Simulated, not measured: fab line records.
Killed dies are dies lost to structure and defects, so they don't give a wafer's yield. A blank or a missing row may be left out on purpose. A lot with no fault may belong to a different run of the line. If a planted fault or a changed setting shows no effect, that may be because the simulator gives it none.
fab line records	flow n5-finfet
[record] lots = 24	wafers = 72	last-day = 19
route steps=1938 shown BEOL_M12@1632 BEOL_M13@1671
lots untouched by any fault: they come from a run of this same line in which no faults occurred
start-h: hours from the record's opening day to when the first of the lot's shown wafers began	wait-h: time in hours since the lot's previous step	" identical to the entry in the row above	L1.1+2: several wafers, shown together as one row	- no value, or no start given	* or withheld: withheld	< > ~ a bound
route shown NAME@n: names a module that has steps shown in the file, with the first one's number in the route	usual: the fault-free wafers' mean and standard deviation	same: alike in all rows	chamber/n: place in a boat	sites: the reading at each site	_std_site: standard deviation of those values	_edge_site: inner sites' mean taken away from outer sites' mean	radius-mm: for every site, how far away it sits from the centre of the wafer	mask NAME#n: copy n	behind: the tool/chamber that last shaped the wafer	hold: cause of the lot's hold/its duration in hours/its outcome	device: which transistor (n, p or np) failed to switch	end of line: at the end of the route, the tests of the same wafers	a step given without rows: its recipe and nothing more	killed: at the first sort, the dies lost to defects and structure; wafer yield is something else	map: the dies of a wafer, with x for killed, . for not killed, _ for no die there
set.NAME: the setting the step ran with; set.NAME@STEP: the setting that earlier step ran with	model.NAME: the simulator's own value behind a step, which no gauge read
steps of the route over a sample of lots; a table a step, a row a wafer
services: a tool's chamber out of use, with start hour (start-h, from the record's first day; less than 0 if before it), hours out, and reason
[[steps]]
[step N5_BEOL_M12_CD_MEAS_28]
[recipe] target-cd-nm = 160.2	landing-energy-ev = 500	detector = se-inlens	polarity = opening
[usual] cd-nm = 159.7/1.4
[same] landing-energy-ev = 500
lot.wafer	tool	chamber	start-h	wait-h	cd-nm
L074.1	cd-sem-02	0	245.05	-	160.3
L074.2	"	0	"	"	160.0
L074.3	"	0	"	"	161.2
L075.1	cd-sem-03	0	255.52	-	159.8
L075.4	"	0	"	"	157.5
L075.5	"	0	"	"	158.8
L076.1	cd-sem-01	0	264.42	-	157.5
L076.5	"	0	"	"	157.7
L076.6	"	0	"	"	159.4
L079.3	cd-sem-03	0	270.11	-	159.8
L079.4	"	0	"	"	161.4
L079.6	"	0	"	"	158.0
L077.2	cd-sem-01	0	279.68	-	160.2
L077.3	"	0	"	"	160.5
L077.6	"	0	"	"	161.3
L078.2	cd-sem-02	0	290.88	-	159.2
L078.5	"	0	"	"	158.9
L078.6	"	0	"	"	158.2
L080.1	cd-sem-02	0	300.23	-	159.0
L080.2	"	0	"	"	158.7
L080.6	"	0	"	"	158.3
L082.1	cd-sem-01	0	304.43	-	160.9
L082.2	"	0	"	"	161.1
L082.6	"	0	"	"	160.0
L081.1	cd-sem-03	0	311.79	-	159.8
L081.3	"	0	"	"	159.5
L081.6	"	0	"	"	159.9
L084.1	cd-sem-02	0	318.26	-	160.3
L084.2	"	0	"	"	159.0
L084.5	"	0	"	"	158.1
L086.1	cd-sem-01	0	323.45	-	157.7
L086.4	"	0	"	"	158.0
L086.5	"	0	"	"	158.5
L085.1	cd-sem-02	0	336.30	-	156.9
L085.2	"	0	"	"	158.3
L085.6	"	0	"	"	157.2
L083.1	cd-sem-01	0	338.89	-	159.0
L083.3	"	0	"	"	159.5
L083.5	"	0	"	"	158.0
L088.1	cd-sem-01	0	344.13	-	160.8
L088.2	"	0	"	"	161.1
L088.5	"	0	"	"	161.1
L087.1	cd-sem-01	0	347.35	-	160.1
L087.5	"	0	"	"	160.8
L087.6	"	0	"	"	161.5
L089.1	cd-sem-03	0	348.40	-	159.5
L089.2	"	0	"	"	159.6
L089.5	"	0	"	"	159.8
L090.1	cd-sem-01	0	353.57	-	161.3
L090.4	"	0	"	"	159.2
L090.5	"	0	"	"	159.5
L091.3	cd-sem-01	0	371.20	-	161.0
L091.4	"	0	"	"	160.9
L091.5	"	0	"	"	160.5
L093.3	cd-sem-03	0	376.85	-	158.6
L093.5	"	0	"	"	157.2
L093.6	"	0	"	"	157.9
L094.1	cd-sem-03	0	378.59	-	158.3
L094.2	"	0	"	"	158.4
L094.4	"	0	"	"	159.3
L092.1	cd-sem-01	0	378.73	-	158.5
L092.3	"	0	"	"	158.8
L092.5	"	0	"	"	158.5
L095.2	cd-sem-02	0	382.01	-	165.4
L095.5	"	0	"	"	163.0
L095.6	"	0	"	"	162.4
L096.1	cd-sem-01	0	400.43	-	160.8
L096.2	"	0	"	"	161.4
L096.3	"	0	"	"	160.2
L097.2	cd-sem-03	0	411.03	-	157.9
L097.4	"	0	"	"	160.4
L097.6	"	0	"	"	160.1
[step N5_BEOL_M12_DESCUM_33]
[recipe] chemistry = O2	time-s = 7.9	source-power-w = 50	bias-power-w = 20	pressure-mtorr = 20	rf-frequency-hz = 2.712e+07	temp-c = 40	o2-flow-sccm = 225
[usual] chamber-pressure-mTorr = 20.00/0.034	drypump-motor-current-A = 5.9/0.37	oes-product-au = 0.81/0.083	rf-vpp-V = 243.5/1.8	showerhead-plenum-p-Torr = 2.11/0.1	temp-c = 40.00/0.11	throttle-valve-pct = 20.33/0.17
lot.wafer	tool	chamber	start-h	wait-h	chamber-pressure-mTorr	drypump-motor-current-A	oes-product-au	rf-hours-counter-h	rf-vpp-V	showerhead-plenum-p-Torr	temp-c	throttle-valve-pct
L074.1	rie-diel-04	0	245.38	0.3	20.35	6.3	0.86	68	246.1	2.22	40.03	20.28
L074.2	"	1	"	"	20.00	6.1	0.70	238	239.8	1.97	40.09	20.27
L074.3	"	3	"	"	20.00	6.0	0.72	224	241.6	2.07	39.96	20.41
L075.1	rie-diel-05	1	255.62	0.0	19.99	5.4	0.73	164	240.2	1.91	40.01	20.55
L075.4	"	0	"	"	19.98	5.6	0.73	190	243.7	2.16	39.78	20.27
L075.5	"	1	"	"	20.00	5.4	0.73	-	241.0	1.91	40.03	20.54
L076.1	rie-diel-02	2	264.51	0.0	19.99	6.4	0.94	18	242.5	2.05	40.16	20.21
L076.5	"	3	"	"	19.99	5.9	0.70	-	244.8	2.15	40.01	20.28
L076.6	"	2	"	"	20.02	6.4	0.94	-	244.1	2.04	39.99	20.21
L079.3	rie-diel-05	3	270.20	0.0	20.00	6.3	0.94	8	242.2	2.15	39.77	20.30
L079.4	"	2	"	"	19.96	5.8	0.85	-	245.0	2.22	40.10	20.35
L079.6	"	3	"	"	20.02	6.3	0.94	-	244.9	2.15	39.88	20.28
L077.2	rie-diel-02	3	279.84	0.1	19.99	5.9	0.70	223	245.4	2.15	40.23	20.28
L077.3	"	0	"	"	19.99	5.3	0.82	75	244.5	2.21	40.05	20.21
L077.6	"	2	"	"	19.99	6.4	0.93	-	241.5	2.04	39.97	20.21
L078.2	rie-diel-02	2	290.97	0.0	20.01	6.4	0.92	27	241.7	2.04	39.95	20.22
L078.5	"	2	"	"	20.02	6.4	0.92	-	241.8	2.04	40.01	20.23
L078.6	"	1	"	"	20.01	5.5	0.76	-	245.5	2.19	39.88	20.39
L080.1	rie-diel-05	2	300.59	0.3	19.95	5.8	0.84	52	246.1	2.22	39.99	20.34
L080.2	"	0	"	"	20.02	5.5	0.73	200	246.0	2.16	40.15	20.28
L080.6	"	2	"	"	20.02	5.8	0.84	-	244.8	2.22	40.09	20.34
L082.1	rie-diel-04	3	304.52	0.0	20.00	6.0	0.69	245	242.7	2.06	40.04	20.43
L082.2	"	2	"	"	19.97	6.1	0.80	104	241.4	2.01	40.05	20.57
L082.6	"	2	"	"	19.99	6.1	0.81	-	243.1	2.01	40.07	20.58
L081.1	rie-diel-05	2	311.88	0.0	20.01	5.8	0.84	57	245.4	2.22	39.97	20.36
L081.3	"	1	"	"	20.03	5.4	0.72	181	241.0	1.90	39.86	20.57
L081.6	"	1	"	"	19.99	5.4	0.73	-	239.5	1.90	40.03	20.56
L084.1	rie-diel-02	2	318.62	0.3	20.00	6.4	0.90	35	240.2	2.04	40.01	20.24
L084.2	"	3	"	"	19.99	5.9	0.70	234	244.2	2.15	40.22	20.30
L084.5	"	3	"	"	20.00	5.9	0.69	-	243.1	2.15	40.37	20.31
L086.1	rie-diel-02	2	323.58	0.1	19.97	6.4	0.91	38	242.4	2.04	40.14	20.23
L086.4	"	0	"	"	20.01	5.3	0.80	-	244.2	2.20	40.07	20.24
L086.5	"	1	"	"	20.00	5.5	0.76	-	244.0	2.18	39.97	20.43
L085.1	rie-diel-02	2	336.39	0.0	20.00	6.4	0.89	43	240.7	2.04	40.01	20.25
L085.2	"	0	"	"	19.97	5.3	0.79	94	245.5	2.20	39.87	20.26
L085.6	"	1	"	"	19.99	5.5	0.75	-	244.4	2.18	40.01	20.42
L083.1	rie-diel-02	1	338.98	0.0	19.99	5.5	0.76	142	244.7	2.18	40.05	20.42
L083.3	"	0	"	"	20.00	5.3	0.79	95	244.8	2.20	40.23	20.22
L083.5	"	3	"	"	20.00	5.9	0.69	-	244.6	2.15	39.86	20.31
L088.1	rie-diel-05	0	344.50	0.3	19.97	5.5	0.72	217	244.3	2.15	39.94	20.31
L088.2	"	1	"	"	19.99	5.4	0.71	193	240.4	1.90	40.04	20.59
L088.5	"	0	"	"	20.00	5.6	0.72	-	244.6	2.15	39.96	20.31
L087.1	rie-diel-04	1	347.49	0.1	20.01	6.1	0.95	21	246.2	2.22	39.82	20.01
L087.5	"	1	"	"	20.01	6.1	0.95	-	243.9	2.22	39.96	19.96
L087.6	"	2	"	"	20.02	6.1	0.80	-	242.3	2.01	40.16	20.60
L089.1	rie-diel-02	2	348.49	0.0	20.01	6.4	0.87	47	242.8	2.04	40.14	20.25
L089.2	"	0	"	"	19.94	5.3	0.79	98	244.9	2.20	39.91	20.25
L089.5	"	0	"	"	20.00	5.3	0.79	-	245.4	2.20	39.83	20.24
L090.1	rie-diel-05	0	353.66	0.0	20.00	5.5	0.70	221	243.5	2.15	40.19	20.31
L090.4	"	3	"	"	19.99	6.3	0.87	32	242.1	2.14	40.21	20.32
L090.5	"	2	"	"	19.98	5.8	0.82	-	244.6	2.21	39.83	20.38
L091.3	rie-diel-04	3	371.28	0.0	20.01	6.0	0.92	10	242.3	2.06	39.87	20.11
L091.4	"	1	"	"	20.02	6.1	0.93	30	244.3	2.22	39.88	20.01
L091.5	"	3	"	"	20.01	6.0	0.93	-	243.9	2.06	39.89	20.11
L093.3	rie-diel-02	3	376.94	0.0	20.00	5.9	0.69	252	243.0	2.14	39.84	20.32
L093.5	"	1	"	"	19.98	5.5	0.74	-	245.1	2.18	39.91	20.43
L093.6	"	2	"	"	19.99	6.4	0.87	-	242.6	2.03	39.87	20.27
L094.1	rie-diel-05	1	378.68	0.0	20.01	5.4	0.71	207	238.2	1.89	40.05	20.63
L094.2	"	0	"	"	19.98	5.6	0.70	231	243.9	2.15	40.09	20.33
L094.4	"	3	"	"	20.01	6.3	0.88	42	244.3	2.13	40.08	20.34
L092.1	rie-diel-04	1	378.91	0.1	19.99	6.1	0.92	33	244.2	2.22	40.03	19.99
L092.3	"	2	"	"	20.01	6.1	0.78	130	240.3	2.00	39.95	20.62
L092.5	"	1	"	"	19.98	6.1	0.93	-	243.9	2.22	40.09	19.99
L095.2	rie-diel-04	2	382.09	0.0	19.97	6.1	0.78	130	242.0	2.00	39.96	20.61
L095.5	"	2	"	"	20.02	6.1	0.78	-	242.0	2.00	40.06	20.63
L095.6	"	1	"	"	20.02	6.1	0.92	-	244.7	2.22	40.03	20.01
L096.1	rie-diel-05	3	400.66	0.2	19.99	6.3	0.86	51	242.9	2.13	40.08	20.36
L096.2	"	1	"	"	20.00	5.4	0.70	215	240.6	1.89	39.98	20.63
L096.3	"	2	"	"	20.00	5.8	0.80	92	243.9	2.20	40.08	20.41
L097.2	rie-diel-04	1	411.12	0.0	20.00	6.1	0.89	45	244.3	2.21	39.86	20.01
L097.4	"	2	"	"	20.01	6.1	0.77	-	242.1	2.00	39.82	20.64
L097.6	"	3	"	"	19.99	6.0	0.90	-	242.7	2.05	39.99	20.10
[step N5_BEOL_M12_SPUTTER_45]
[recipe] material = Cu	target-thk-a = 800	temp-c = -20	bias-v = 60	power-w = 26000	chamber-pressure-pa = 0.13	time-s = 13.33
[usual] susceptor-temp-C = -19.99/0.11	throttle-valve-pct = 30.2/1.1
lot.wafer	tool	chamber	start-h	wait-h	susceptor-temp-C	throttle-valve-pct
L074.1	pvd-sputter-02	-	252.63	0.0	-19.91	29.0
L074.2	"	-	"	"	-19.87	31.6
L074.3	"	-	"	"	-20.06	31.7
L075.1	pvd-sputter-01	-	258.57	0.0	-20.11	30.3
L075.4	"	-	"	"	-20.21	27.6
L075.5	"	-	"	"	-20.03	27.6
L076.1	pvd-sputter-02	-	266.87	0.0	-19.93	31.6
L076.5	"	-	"	"	-20.03	29.3
L076.6	"	-	"	"	-20.02	31.3
L079.3	pvd-sputter-03	-	271.66	0.0	-19.95	30.9
L079.4	"	-	"	"	-19.94	31.1
L079.6	"	-	"	"	-20.05	30.4
L077.2	pvd-sputter-02	-	287.71	0.0	-20.11	29.4
L077.3	"	-	"	"	-19.94	31.5
L077.6	"	-	"	"	-19.94	31.2
L078.2	pvd-sputter-02	-	293.35	0.0	-19.95	28.9
L078.5	"	-	"	"	-20.17	31.7
L078.6	"	-	"	"	-20.08	29.1
L080.1	pvd-sputter-02	-	302.32	0.0	-19.99	31.6
L080.2	"	-	"	"	-19.93	29.3
L080.6	"	-	"	"	-19.97	28.9
L082.1	pvd-sputter-03	-	307.59	0.0	-19.96	30.0
L082.2	"	-	"	"	-19.88	30.2
L082.6	"	-	"	"	-20.03	31.1
L081.1	pvd-sputter-01	-	314.96	0.0	-19.80	30.2
L081.3	"	-	"	"	-19.97	30.7
L081.6	"	-	"	"	-19.95	27.6
L084.1	pvd-sputter-01	-	320.56	0.0	-19.82	29.3
L084.2	"	-	"	"	-19.91	30.9
L084.5	"	-	"	"	-20.09	30.9
L086.1	pvd-sputter-02	-	326.00	0.0	-20.16	29.2
L086.4	"	-	"	"	-19.76	31.6
L086.5	"	-	"	"	-19.98	28.8
L085.1	pvd-sputter-02	-	340.26	0.0	-20.10	28.7
L085.2	"	-	"	"	-19.92	31.4
L085.6	"	-	"	"	-19.93	29.3
L083.1	pvd-sputter-03	-	340.55	0.0	-20.06	30.8
L083.3	"	-	"	"	-19.99	30.7
L083.5	"	-	"	"	-20.13	30.6
L088.1	pvd-sputter-02	-	345.63	0.0	-19.93	31.7
L088.2	"	-	"	"	-19.94	31.6
L088.5	"	-	"	"	-19.82	31.6
L087.1	pvd-sputter-01	-	355.05	0.0	-20.14	27.6
L087.5	"	-	"	"	-19.85	29.1
L087.6	"	-	"	"	-19.98	30.9
L089.1	pvd-sputter-02	-	355.16	0.0	-20.07	31.3
L089.2	"	-	"	"	-20.09	29.5
L089.5	"	-	"	"	-20.15	29.0
L090.1	pvd-sputter-03	-	355.21	0.0	-20.05	30.1
L090.4	"	-	"	"	-20.09	31.0
L090.5	"	-	"	"	-19.88	30.9
L091.3	pvd-sputter-03	-	373.89	0.0	-20.14	30.7
L091.4	"	-	"	"	-19.94	29.9
L091.5	"	-	"	"	-20.11	30.5
L093.3	pvd-sputter-01	-	383.35	0.0	-19.97	27.7
L093.5	"	-	"	"	-19.87	29.2
L093.6	"	-	"	"	-20.07	27.5
L094.1	pvd-sputter-02	-	383.96	0.0	-19.87	31.4
L094.2	"	-	"	"	-19.82	29.5
L094.4	"	-	"	"	-20.11	29.1
L092.1	pvd-sputter-03	-	385.51	0.0	-20.13	30.5
L092.3	"	-	"	"	-20.08	30.0
L092.5	"	-	"	"	-20.23	30.9
L095.2	pvd-sputter-03	-	386.85	0.0	-20.00	30.8
L095.5	"	-	"	"	-20.17	30.7
L095.6	"	-	"	"	-19.97	31.0
L096.1	pvd-sputter-02	-	403.42	0.0	-20.09	31.5
L096.2	"	-	"	"	-20.31	31.4
L096.3	"	-	"	"	-20.08	29.2
L097.2	pvd-sputter-02	-	415.81	0.0	-19.82	31.7
L097.4	"	-	"	"	-20.04	28.9
L097.6	"	-	"	"	-20.07	31.3
[step N5_BEOL_M13_INSPECT_12]
[recipe] mode = adi	inspect-instrument = macro
[usual] raw-defect-count = 2.0/1.4
lot.wafer	tool	chamber	start-h	wait-h	raw-defect-count
L074.1	defect-inspect-01	-	254.31	0.0	2
L074.2	"	-	"	"	1
L074.3	"	-	"	"	0
L075.1	defect-inspect-01	-	260.24	0.0	1
L075.4	"	-	"	"	1
L075.5	"	-	"	"	2
L076.1	defect-inspect-01	-	268.42	0.0	1
L076.5	"	-	"	"	0
L076.6	"	-	"	"	3
L079.3	defect-inspect-01	-	273.21	0.0	5
L079.4	"	-	"	"	5
L079.6	"	-	"	"	2
L077.2	defect-inspect-02	-	289.26	0.0	0
L077.3	"	-	"	"	2
L077.6	"	-	"	"	0
L078.2	defect-inspect-02	-	294.94	0.0	2
L078.5	"	-	"	"	1
L078.6	"	-	"	"	1
L080.1	defect-inspect-02	-	304.64	0.0	2
L080.2	"	-	"	"	1
L080.6	"	-	"	"	2
L082.1	defect-inspect-01	-	309.27	0.0	4
L082.2	"	-	"	"	1
L082.6	"	-	"	"	4
L081.1	defect-inspect-02	-	317.37	0.0	1
L081.3	"	-	"	"	4
L081.6	"	-	"	"	3
L084.1	defect-inspect-02	-	322.80	0.0	1
L084.2	"	-	"	"	0
L084.5	"	-	"	"	1
L086.1	defect-inspect-02	-	327.69	0.0	5
L086.4	"	-	"	"	1
L086.5	"	-	"	"	1
L085.1	defect-inspect-02	-	342.99	0.0	3
L085.2	"	-	"	"	3
L085.6	"	-	"	"	3
L083.1	defect-inspect-02	-	343.58	0.0	4
L083.3	"	-	"	"	3
L083.5	"	-	"	"	3
L088.1	defect-inspect-02	-	347.97	0.0	3
L088.2	"	-	"	"	4
L088.5	"	-	"	"	4
L089.1	defect-inspect-02	-	356.70	0.0	0
L089.2	"	-	"	"	0
L089.5	"	-	"	"	2
L087.1	defect-inspect-02	-	357.00	0.0	3
L087.5	"	-	"	"	2
L087.6	"	-	"	"	2
L090.1	defect-inspect-01	-	357.16	0.0	1
L090.4	"	-	"	"	3
L090.5	"	-	"	"	3
L091.3	defect-inspect-01	-	375.58	0.0	1
L091.4	"	-	"	"	0
L091.5	"	-	"	"	4
L093.3	defect-inspect-02	-	384.99	0.0	2
L093.5	"	-	"	"	1
L093.6	"	-	"	"	1
L094.1	defect-inspect-01	-	385.78	0.0	7
L094.2	"	-	"	"	1
L094.4	"	-	"	"	4
L092.1	defect-inspect-02	-	387.09	0.0	3
L092.3	"	-	"	"	2
L092.5	"	-	"	"	4
L095.2	defect-inspect-01	-	389.46	0.0	0
L095.5	"	-	"	"	2
L095.6	"	-	"	"	0
L096.1	defect-inspect-02	-	405.10	0.0	2
L096.2	"	-	"	"	1
L096.3	"	-	"	"	3
L097.2	defect-inspect-02	-	417.49	0.0	6
L097.4	"	-	"	"	2
L097.6	"	-	"	"	4
[step N5_BEOL_M13_VIA_ETCH_16]
[recipe] chemistry = C4F8/O2/Ar	target = SiOC	pressure-mtorr = 30	source-w = 3000	bias-w = 700	Ar_flow_sccm = 400	C4F8_flow_sccm = 15	O2_flow_sccm = 8	he-inner-torr = 15	he-outer-torr = 30	target-depth-a = 9217	time-s = withheld	ion-energy-ev = 250	ends = cleared
[usual] chamber-pressure-mTorr = 30.003/0.028	drypump-motor-current-A = 5.48/0.25	oes-product-au = 0.70/0.085	rf-vpp-V = 664/3.3	showerhead-plenum-p-Torr = 3.35/0.1	throttle-valve-pct = 24.2/0.3
lot.wafer	tool	chamber	start-h	wait-h	chamber-pressure-mTorr	drypump-motor-current-A	oes-product-au	rf-vpp-V	showerhead-plenum-p-Torr	throttle-valve-pct
L074.1	rie-diel-06	3	254.43	0.0	29.989	5.05	0.64	661	3.23	24.2
L074.2	"	1	"	"	30.005	5.97	0.78	668	3.47	24.0
L074.3	"	2	"	"	30.002	5.96	0.69	669	3.55	23.9
L075.1	rie-diel-03	3	260.36	0.0	29.977	5.70	0.62	664	3.36	24.4
L075.4	"	2	"	"	29.973	5.34	0.65	663	3.41	24.8
L075.5	"	0	"	"	29.995	5.59	0.64	665	3.38	24.0
L076.1	rie-diel-01	0	268.54	0.0	29.979	5.06	0.72	665	3.45	24.4
L076.5	"	3	"	"	30.022	5.67	0.67	662	3.31	24.0
L076.6	"	2	"	"	29.993	5.70	0.63	665	3.37	24.4
L079.3	rie-diel-01	3	273.33	0.0	30.001	5.65	0.67	661	3.30	24.0
L079.4	"	2	"	"	29.961	5.71	0.63	664	3.37	24.4
L079.6	"	3	"	"	30.005	5.65	0.67	663	3.30	24.0
L077.2	rie-diel-01	2	289.38	0.0	29.988	5.69	0.63	663	3.37	24.4
L077.3	"	1	"	"	29.999	5.58	0.62	667	3.49	24.2
L077.6	"	2	"	"	30.020	5.69	0.63	663	3.37	24.4
L078.2	rie-diel-03	1	295.06	0.0	30.036	5.22	0.67	658	3.16	24.0
L078.5	"	2	"	"	29.995	5.29	0.65	665	3.41	24.8
L078.6	"	3	"	"	30.011	5.70	0.87	663	3.36	24.1
L080.1	rie-diel-01	0	304.77	0.0	29.994	5.08	0.72	667	3.44	24.4
L080.2	"	1	"	"	29.975	5.61	0.62	669	3.49	24.2
L080.6	"	1	"	"	29.947	5.58	0.62	667	3.49	24.2
L082.1	rie-diel-06	2	309.39	0.0	30.035	5.94	0.69	669	3.54	23.9
L082.2	"	3	"	"	29.995	5.06	0.63	660	3.23	24.2
L082.6	"	2	"	"	30.000	5.92	0.69	669	3.54	23.9
L081.1	rie-diel-03	3	317.74	0.0	30.009	5.72	0.84	664	3.35	24.1
L081.3	"	1	"	"	30.018	5.23	0.67	658	3.16	24.0
L081.6	"	2	"	"	30.007	5.32	0.64	665	3.40	24.8
L084.1	rie-diel-03	0	322.92	0.0	29.996	5.54	0.63	665	3.37	24.1
L084.2	"	1	"	"	29.986	5.23	0.67	657	3.16	24.0
L084.5	"	0	"	"	30.019	5.58	0.62	663	3.37	24.1
L086.1	rie-diel-03	2	327.81	0.0	29.994	5.28	0.63	665	3.40	24.8
L086.4	"	1	"	"	29.955	5.22	0.67	658	3.16	24.0
L086.5	"	3	"	"	30.015	5.70	0.84	664	3.35	24.1
L085.1	rie-diel-03	3	343.12	0.0	30.001	5.72	0.83	664	3.35	24.1
L085.2	"	1	"	"	30.008	5.23	0.67	658	3.15	24.0
L085.6	"	3	"	"	30.020	5.72	0.83	664	3.35	24.1
L083.1	rie-diel-01	2	343.73	0.0	30.025	5.70	0.86	664	3.36	24.1
L083.3	"	0	"	"	30.036	5.07	0.70	667	3.43	24.4
L083.5	"	2	"	"	30.017	5.69	0.87	664	3.36	24.1
L088.1	rie-diel-03	2	348.09	0.0	30.014	5.32	0.63	666	3.40	24.8
L088.2	"	3	"	"	30.050	5.71	0.83	663	3.35	24.2
L088.5	"	3	"	"	29.920	5.69	0.81	664	3.35	24.1
L089.1	rie-diel-03	3	356.83	0.0	30.013	5.70	0.81	665	3.35	24.2
L089.2	"	2	"	"	30.000	5.31	0.63	664	3.39	24.8
L089.5	"	3	"	"	29.989	5.69	0.82	664	3.35	24.2
L087.1	rie-diel-01	2	357.12	0.0	30.039	5.68	0.85	664	3.36	24.1
L087.5	"	3	"	"	29.962	5.68	0.65	662	3.29	24.0
L087.6	"	0	"	"	30.036	5.07	0.69	666	3.43	24.4
L090.1	rie-diel-03	1	357.28	0.0	30.050	5.23	0.67	658	3.15	24.0
L090.4	"	1	"	"	30.021	5.22	0.66	657	3.15	24.0
L090.5	"	3	"	"	30.011	5.70	0.82	664	3.35	24.1
L091.3	rie-diel-03	3	375.70	0.0	29.960	5.69	0.80	663	3.34	24.2
L091.4	"	3	"	"	30.046	5.71	0.80	664	3.34	24.2
L091.5	"	1	"	"	30.019	5.25	0.66	657	3.15	24.0
L093.3	rie-diel-03	2	385.11	0.0	29.972	5.34	0.62	665	3.39	24.9
L093.5	"	2	"	"	29.928	5.33	0.62	665	3.39	24.8
L093.6	"	3	"	"	30.042	5.71	0.80	662	3.34	24.1
L094.1	rie-diel-06	1	385.90	0.0	29.982	5.98	0.74	667	3.45	24.0
L094.2	"	0	"	"	30.024	5.47	0.72	666	3.43	23.9
L094.4	"	0	"	"	29.982	5.47	0.72	665	3.43	23.9
L092.1	rie-diel-01	2	387.39	0.0	30.017	5.71	0.84	665	3.36	24.1
L092.3	"	3	"	"	30.018	5.68	0.64	662	3.28	24.0
L092.5	"	3	"	"	29.987	5.69	0.64	663	3.28	24.0
L095.2	rie-diel-03	2	389.59	0.0	30.044	5.28	0.62	663	3.39	24.8
L095.5	"	1	"	"	30.044	5.21	0.65	657	3.15	24.0
L095.6	"	0	"	"	30.007	5.55	0.88	664	3.36	23.8
L096.1	rie-diel-03	3	405.22	0.0	30.023	5.71	0.79	664	3.34	24.2
L096.2	"	0	"	"	30.038	5.52	0.85	664	3.36	23.8
L096.3	"	1	"	"	30.056	5.22	0.65	657	3.14	24.0
L097.2	rie-diel-01	3	417.61	0.0	29.980	5.68	0.63	660	3.28	24.0
L097.4	"	1	"	"	29.959	5.59	0.83	669	3.47	23.9
L097.6	"	3	"	"	29.997	5.67	0.64	660	3.28	24.0
[step N5_BEOL_M13_INSPECT_30]
[recipe] mode = adi	inspect-instrument = macro
[usual] raw-defect-count = 2.0/1.6
lot.wafer	tool	chamber	start-h	wait-h	raw-defect-count
L074.1	defect-inspect-02	-	255.39	0.0	3
L074.2	"	-	"	"	1
L074.3	"	-	"	"	4
L075.1	defect-inspect-02	-	261.35	0.0	6
L075.4	"	-	"	"	1
L075.5	"	-	"	"	1
L076.1	defect-inspect-02	-	269.49	0.0	3
L076.5	"	-	"	"	2
L076.6	"	-	"	"	8
L079.3	defect-inspect-01	-	274.28	0.0	0
L079.4	"	-	"	"	2
L079.6	"	-	"	"	1
L077.2	defect-inspect-02	-	290.21	0.0	1
L077.3	"	-	"	"	7
L077.6	"	-	"	"	2
L078.2	defect-inspect-02	-	296.01	0.0	3
L078.5	"	-	"	"	1
L078.6	"	-	"	"	1
L080.1	defect-inspect-01	-	305.72	0.0	5
L080.2	"	-	"	"	0
L080.6	"	-	"	"	1
L082.1	defect-inspect-01	-	310.21	0.0	1
L082.2	"	-	"	"	1
L082.6	"	-	"	"	1
L081.1	defect-inspect-02	-	318.68	0.0	2
L081.3	"	-	"	"	3
L081.6	"	-	"	"	1
L084.1	defect-inspect-02	-	323.87	0.0	1
L084.2	"	-	"	"	2
L084.5	"	-	"	"	1
L086.1	defect-inspect-01	-	328.64	0.0	0
L086.4	"	-	"	"	2
L086.5	"	-	"	"	3
L085.1	defect-inspect-02	-	343.94	0.0	4
L085.2	"	-	"	"	0
L085.6	"	-	"	"	6
L083.1	defect-inspect-01	-	344.56	0.0	3
L083.3	"	-	"	"	0
L083.5	"	-	"	"	4
L088.1	defect-inspect-02	-	349.04	0.0	6
L088.2	"	-	"	"	1
L088.5	"	-	"	"	3
L089.1	defect-inspect-02	-	357.77	0.0	2
L089.2	"	-	"	"	3
L089.5	"	-	"	"	2
L087.1	defect-inspect-01	-	357.94	0.0	1
L087.5	"	-	"	"	1
L087.6	"	-	"	"	1
L090.1	defect-inspect-02	-	358.10	0.0	1
L090.4	"	-	"	"	2
L090.5	"	-	"	"	6
L091.3	defect-inspect-01	-	376.52	0.0	2
L091.4	"	-	"	"	2
L091.5	"	-	"	"	3
L093.3	defect-inspect-01	-	386.06	0.0	1
L093.5	"	-	"	"	3
L093.6	"	-	"	"	3
L094.1	defect-inspect-02	-	386.72	0.0	2
L094.2	"	-	"	"	1
L094.4	"	-	"	"	5
L092.1	defect-inspect-02	-	388.21	0.0	1
L092.3	"	-	"	"	2
L092.5	"	-	"	"	2
L095.2	defect-inspect-01	-	390.65	0.0	1
L095.5	"	-	"	"	1
L095.6	"	-	"	"	2
L096.1	defect-inspect-02	-	406.17	0.0	2
L096.2	"	-	"	"	1
L096.3	"	-	"	"	1
L097.2	defect-inspect-02	-	418.59	0.0	2
L097.4	"	-	"	"	4
L097.6	"	-	"	"	1
[[services]]
tool	chamber	start-h	hours	kind
rie-diel-05	3	226.36	1.8	repair
rie-diel-03	2	241.27	5.7	repair
rie-diel-03	3	244.60	9.1	repair
rie-diel-05	0	267.67	7.6	repair
rie-diel-06	2	269.26	3.9	repair
rie-diel-03	3	274.20	-	clean
rie-diel-03	3	274.20	-	consumable-replace:focus-ring
rie-diel-03	3	274.20	15.2	scheduled-down
rie-diel-03	3	274.20	15.2	vent-cycle
rie-diel-01	0	275.92	17.7	repair
rie-diel-02	3	321.37	8.5	repair
rie-diel-05	3	337.33	15.2	repair
rie-diel-03	0	338.53	-	clean
rie-diel-03	0	338.53	-	consumable-replace:focus-ring
rie-diel-03	-	339.99	0.7	repair
rie-diel-06	0	356.11	2.4	repair
rie-diel-02	1	356.92	13.5	repair
rie-diel-01	0	358.70	5.0	repair
rie-diel-03	0	364.52	16.1	repair
rie-diel-01	0	367.00	3.0	repair
rie-diel-06	2	374.77	20.6	repair
rie-diel-04	0	404.31	19.7	repair
rie-diel-06	3	411.55	5.7	repair
pvd-sputter-01	-	415.17	1.8	repair
[[key]]
fault none
